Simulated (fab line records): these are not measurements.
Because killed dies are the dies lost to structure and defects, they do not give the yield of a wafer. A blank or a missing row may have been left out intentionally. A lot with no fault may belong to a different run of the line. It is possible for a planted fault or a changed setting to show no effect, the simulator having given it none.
Struck lot and sound lot, side by side || flow nandHarc || 42 steps out of a route of 1159
Sound: these wafers, L229.1, L229.5, L229.6. Struck: wafers L244.2, L244.5 (left out: L244.4, a lot-mate that was not struck); the cause follows at the end.
At each step with rows: each side's tool, then ch and its chambers, then its first start. Under that, the readings that differ: sound wafers || struck wafers || difference of the means || sigmas: that difference in standard deviations of wafers without a fault.
alike: words and numbers the same on both sides, and readings whose means are apart by under 2 such deviations; not compared: readings that were withheld, readings missing a value for some wafer, numbers with overlapping values and no deviation given by the record, and bounds like >300 which may hide the same value.
A row with sigmas, a row that says differs or no value, or rows on one side alone: a step with any of these is where the two part. Numbers that don't overlap but have no deviation are shown without sigmas and don't part them. A reading that every wafer of one side lacks parts them only if that side has two wafers or more.

first, 2 steps without rows for these wafers: NHARC_A_CONTACT_ETCH_111 (etches the open film in C4F8/O2/Ar, time 140 s, target depth 700 nm); NHARC_A_CONTACT_ETCH_112 (etches the open film in C4F8/O2/Ar, time 94 s, target depth 922 nm).
NHARC_A_CONTACT_ETCH_113: etches the open film in C4F8/O2/Ar, time 94 s, target depth 922 nm.
  sound on harCapEtch-02 ch 0,1, day 16 20:58; struck on harCapEtch-02 ch 0, day 20 01:29
  alike: chamberPressureMTorr
  not compared: rfHoursCounterH
then, 1 step without rows for these wafers: NHARC_A_CONTACT_ETCH_114 (etches the open film in C4F8/O2/Ar, time 94 s, target depth 922 nm).
NHARC_A_CONTACT_ETCH_115: etches the open film in C4F8/O2/Ar, time 94 s, target depth 922 nm.
  sound on harCapEtch-02 ch 0,1, day 16 21:10; struck on harCapEtch-02 ch 0, day 20 01:40
  alike: chamberPressureMTorr
  not compared: rfHoursCounterH
then, 1 step without rows for these wafers: NHARC_A_CONTACT_ETCH_116 (etches the open film in C4F8/O2/Ar, time 94 s, target depth 922 nm).
NHARC_A_CONTACT_ETCH_117: etches the open film in C4F8/O2/Ar, time 94 s, target depth 922 nm.
  sound on harCapEtch-02 ch 0,1, day 16 21:20; struck on harCapEtch-02 ch 0, day 20 01:51
  alike: chamberPressureMTorr
  not compared: rfHoursCounterH
then, 4 steps without rows for these wafers: NHARC_A_CONTACT_ETCH_118 (etches the open film in C4F8/O2/Ar, time 94 s, target depth 922 nm); NHARC_A_CONTACT_ETCH_119 (etches the open film in C4F8/O2/Ar, time 94 s, target depth 922 nm); NHARC_A_CONTACT_ETCH_120 (etches the open film in C4F8/O2/Ar, time 94 s, target depth 922 nm); NHARC_A_CONTACT_ETCH_121 (etches the open film in C4F8/O2/Ar, time 94 s, target depth 922 nm).
NHARC_A_CONTACT_ETCH_122: etches the open film in C4F8/O2/Ar, time 95 s, target depth 930 nm.
  sound on harCapEtch-02 ch 0,1, day 16 21:47; struck on harCapEtch-02 ch 0, day 20 02:19
  alike: chamberPressureMTorr
  not compared: rfHoursCounterH
NHARC_A_CONTACT_ETCH_123: etches the open film in C4F8/O2/Ar, time 253 s, target depth 1090 nm.
  sound on harCapEtch-02 ch 0,1, day 16 21:55; struck on harCapEtch-02 ch 0, day 20 02:24
  alike: chamberPressureMTorr
  not compared: rfHoursCounterH
NHARC_A_CONTACT_ETCH_90: etches the open film in CH3F/O2, target depth 40 nm, time 85.7 s.
  sound on rieDiel-02 ch 0,1, day 16 22:28; struck on rieDiel-01 ch 0,2, day 20 03:06
{"reading": "rfFwdPowerW (W)", "sound": "496.8 498.9 500.0", "struck": "494.0 495.3", "difference": -3.9, "sigmas": -2}
{"reading": "rfVppV (V)", "sound": "244.2 245.4 246.8", "struck": "241.5 241.6", "difference": -3.9, "sigmas": -2}
  alike: chamberPressureMTorr, drypumpMotorCurrentA, oesProductAu, showerheadPlenumPTorr, throttleValvePct
  not compared: rfHoursCounterH
then, 1 step without rows for these wafers: NHARC_A_CONTACT_ETCH_96 (etches the open film in C4F6/O2, target depth 20 nm, time 10 s).
NHARC_A_CONTACT_CD_MEAS_53:
  sound: cdSem-01 at day 16 22:41; struck: cdSem-02 at day 20 03:20
  alike: cdNm
then, 18 steps without rows for these wafers: NHARC_A_CONTACT_STRIP_99 (strips in N2/H2); NHARC_A_CONTACT_STRIP_100 (strips in CF4/CHF3); NHARC_A_CONTACT_STRIP_101 (strips in O2/COS); NHARC_A_CONTACT_ETCH_102 (etches the open film in CF4/O2, target depth 70 nm, overetch 7 nm, time 38.5 s); NHARC_A_CONTACT_STRIP_55 (strips in O2); NHARC_A_CONTACT_STRIP_56 (strips in post etch residue remover, time 600 s); NHARC_A_CONTACT_DEP_57 (deposits aC, target thk 2800 nm); NHARC_A_CONTACT_DEP_58 (deposits SiON, target thk 60 nm); NHARC_A_CONTACT_DEHYDRATE_59 (time 120 s); NHARC_A_CONTACT_HMDS_60 (time 30 s); NHARC_A_CONTACT_COAT_61 (time 75 s); NHARC_A_CONTACT_COAT_62 (time 65 s); NHARC_A_CONTACT_COAT_63 (resist thk 90 nm); NHARC_A_CONTACT_SOFTBAKE_64 (time 55 s); NHARC_A_CONTACT_EBR_65; NHARC_A_CONTACT_EXPOSE_66 (exposes mask A CC 2); NHARC_A_CONTACT_PEB_67 (peb time 65 s); NHARC_A_CONTACT_DEVELOP_68 (develop time 35 s).
NHARC_A_CONTACT_CD_MEAS_69: target cd 200 nm.
  sound on cdSem-02 ch 0, day 17 02:07; struck on cdSem-01 ch 0, day 20 06:44
  alike: cdNm
NHARC_A_CONTACT_OVL_MEAS_70:
  sound: overlay-02 at day 17 02:13; struck: overlay-01 at day 20 06:50
  alike: overlayXNm, overlayYNm
then, 5 steps without rows for these wafers: NHARC_A_CONTACT_DESCUM_74 (chemistry O2, time 3 s); NHARC_A_CONTACT_ETCH_75 (etches the open film in CF4, target depth 39 nm, time 65 s); NHARC_A_CONTACT_ETCH_76 (etches the open film in N2/H2, target depth 260 nm, time 475.3 s); NHARC_A_CONTACT_ETCH_77 (etches the open film in CF4/CHF3, target depth 72.6 nm, time 36.3 s); NHARC_A_CONTACT_ETCH_78 (etches the open film in O2/COS, target depth 2800 nm, time 728 s).
-- jump in the record: it breaks off in module A_CONTACT and resumes in module END (first step shown: number 1159 of the route), and 3 days separate the struck wafers' starts before and after --
NHARC_END_SORT_01:
  sound on prober-01 ch 0, day 20 02:28; struck on prober-02 ch 0, day 23 08:51
{"reading": "killedAtArray", "sound": "22 16 23", "struck": "77 79", "difference": "+58", "sigmas": "+6"}
{"reading": "killedDies", "sound": "25 19 26", "struck": "80 79", "difference": "+56", "sigmas": "+5"}
  alike: killedAtOther, killedAtPeriphery, killedOpen, killedShort

WHERE THEY PART
Earliest at NHARC_A_CONTACT_ETCH_90; latest, in this record, at NHARC_END_SORT_01.

WHY: whatever the simulator had introduced
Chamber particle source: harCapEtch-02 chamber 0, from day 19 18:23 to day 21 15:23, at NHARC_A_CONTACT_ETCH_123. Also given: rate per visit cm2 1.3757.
